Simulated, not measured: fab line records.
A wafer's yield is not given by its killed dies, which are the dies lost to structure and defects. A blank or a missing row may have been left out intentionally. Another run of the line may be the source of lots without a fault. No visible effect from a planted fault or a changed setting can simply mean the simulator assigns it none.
Check of tool commonality | flow nand_harc | Lots sampled 14, wafers sampled 42

## REASON FOR OPENING
Flagged at NHARC_END_SORT_01: reading killed_at_array, on 3 of 14 lots. Wafers without a fault read 28, standard deviation 11.
Rule: a lot is flagged in two cases, either no wafer of it has a number, or all its wafers with numbers fall more than 4 standard deviations from that mean. As for the other lots, they are considered sound.

lot  | measured     | on        | killed_at_array, wafer by wafer | flag
L625 | day 19 11:36 | prober-01 | 26 22 24                        |
L629 | day 19 19:31 | prober-01 | 22 28 27                        |
L627 | day 20 04:07 | prober-01 | 28 31 34                        |
L630 | day 20 13:37 | prober-02 | 12 12 11                        |
L628 | day 21 00:24 | prober-02 | 36 43 32                        |
L634 | day 22 11:32 | prober-01 | 670 675 674                     | FLAGGED
L637 | day 22 19:19 | prober-02 | 676 676 675                     | FLAGGED
L642 | day 23 04:33 | prober-02 | 46 28 33                        |
L638 | day 23 04:35 | prober-01 | 677 675 676                     | FLAGGED
L640 | day 23 16:36 | prober-01 | 28 38 20                        |
L641 | day 24 01:08 | prober-02 | 12 13 11                        |
L643 | day 24 05:08 | prober-01 | 51 41 45                        |
L644 | day 24 15:09 | prober-02 | 18 22 18                        |
L645 | day 25 04:41 | prober-01 | 50 50 49                        |
The numbers of the flagged lots are 675 on average: +647 against the usual, or +59 standard deviations.

## TOOL THAT RAN EACH LOT
3 process steps preceding the reading are held in the record, out of 1159 steps in the route. Every cell lists first the tool, next ch and the chambers used by the sampled wafers, and last the start.
lot  | flag    | NHARC_A_CONTACT_DEP_29          | NHARC_THIN_TSV_ETCH_44             | NHARC_THIN_TSV_STRIP_56
L625 |         | pecvd-04 ch 0,2, day 16 08:36   | rie_diel-11 ch 0,2,3, day 18 18:46 | plasma_asher-02 ch 0,1, day 19 01:39
L629 |         | pecvd-03 ch 1,2, day 16 19:25   | rie_diel-12 ch 0,2, day 19 02:34   | plasma_asher-01 ch 0,1, day 19 09:25
L627 |         | pecvd-02 ch 0,2, day 16 23:53   | rie_diel-12 ch 0,2,3, day 19 01:31 | plasma_asher-01 ch 0,1, day 19 07:59
L630 |         | pecvd-04 ch 1,2, day 17 11:07   | rie_diel-11 ch 0,1,3, day 19 21:44 | plasma_asher-01 ch 0,1, day 20 04:07
L628 |         | pecvd-02 ch 1,2, day 18 01:19   | rie_diel-12 ch 1,2,3, day 20 08:05 | plasma_asher-02 ch 0, day 20 15:18
L634 | FLAGGED | pecvd-04 ch 0,1,2, day 19 17:32 | no row                             | no row
L637 | FLAGGED | pecvd-04 ch 0,1,2, day 19 19:25 | no row                             | no row
L642 |         | pecvd-02 ch 0,1, day 20 05:02   | rie_diel-06 ch 1,2,3, day 22 14:26 | plasma_asher-01 ch 0,1, day 22 20:40
L638 | FLAGGED | pecvd-04 ch 0,2, day 20 04:42   | no row                             | no row
L640 |         | pecvd-02 ch 0,1, day 20 10:52   | rie_diel-12 ch 0,1,3, day 23 02:33 | plasma_asher-02 ch 0,1, day 23 09:04
L641 |         | pecvd-03 ch 0,1, day 20 16:31   | rie_diel-06 ch 0,1,2, day 23 06:12 | plasma_asher-01 ch 0,1, day 23 12:34
L643 |         | pecvd-02 ch 0,1, day 21 02:28   | rie_diel-11 ch 0,1,3, day 23 12:44 | plasma_asher-01 ch 0,1, day 23 20:05
L644 |         | pecvd-03 ch 0,1, day 21 18:40   | rie_diel-06 ch 1,2,3, day 24 00:11 | plasma_asher-01 ch 0,1, day 24 06:44
L645 |         | pecvd-02 ch 0,2, day 22 00:40   | rie_diel-06 ch 0,1,3, day 24 07:20 | plasma_asher-01 ch 0, day 24 13:48
What these steps do:
- NHARC_A_CONTACT_DEP_29: deposits SiON, target thk 70 nm.
- NHARC_THIN_TSV_ETCH_44: etches the open film in CF4/O2, target depth 1594.2 nm, time 797.1 s.
- NHARC_THIN_TSV_STRIP_56: strips in O2.
- NHARC_END_SORT_01

## FLAGGED OVER TOTAL, TOOL BY TOOL (the gauges that took the reading come last)
step                    | tool            | lots run | flagged | share of the flagged lots | sound lots run after its first flagged lot
NHARC_A_CONTACT_DEP_29  | pecvd-02        | 6        | 0       | none                      | -
NHARC_A_CONTACT_DEP_29  | pecvd-03        | 3        | 0       | none                      | -
NHARC_A_CONTACT_DEP_29  | pecvd-04        | 5        | 3       | all                       | 0
NHARC_THIN_TSV_ETCH_44  | rie_diel-06     | 4        | 0       | none                      | -
NHARC_THIN_TSV_ETCH_44  | rie_diel-11     | 3        | 0       | none                      | -
NHARC_THIN_TSV_ETCH_44  | rie_diel-12     | 4        | 0       | none                      | -
NHARC_THIN_TSV_STRIP_56 | plasma_asher-01 | 8        | 0       | none                      | -
NHARC_THIN_TSV_STRIP_56 | plasma_asher-02 | 3        | 0       | none                      | -
NHARC_END_SORT_01       | prober-01       | 8        | 2       | some                      | 3 (L640,L643,L645)
NHARC_END_SORT_01       | prober-02       | 6        | 1       | some                      | 3 (L642,L641,L644)

## WHAT THE TABLE PERMITS
All flagged lots share 1 row of the table, namely pecvd-04 at NHARC_A_CONTACT_DEP_29.
- pecvd-04 at NHARC_A_CONTACT_DEP_29: 3 of its 5 lots flagged. A fault beginning between L630 (day 17 11:07), its last sound lot, and L634 (day 19 17:32), its first flagged one, fits the data.
Left over: one tool, pecvd-04 at NHARC_A_CONTACT_DEP_29.

## WHAT THE SIMULATOR HAD INSERTED
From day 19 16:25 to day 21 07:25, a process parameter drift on pecvd-04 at NHARC_A_CONTACT_DEP_29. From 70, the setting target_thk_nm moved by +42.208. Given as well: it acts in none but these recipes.
Shown lots that were struck: L634, L637, L638. The same result came from the rule above.
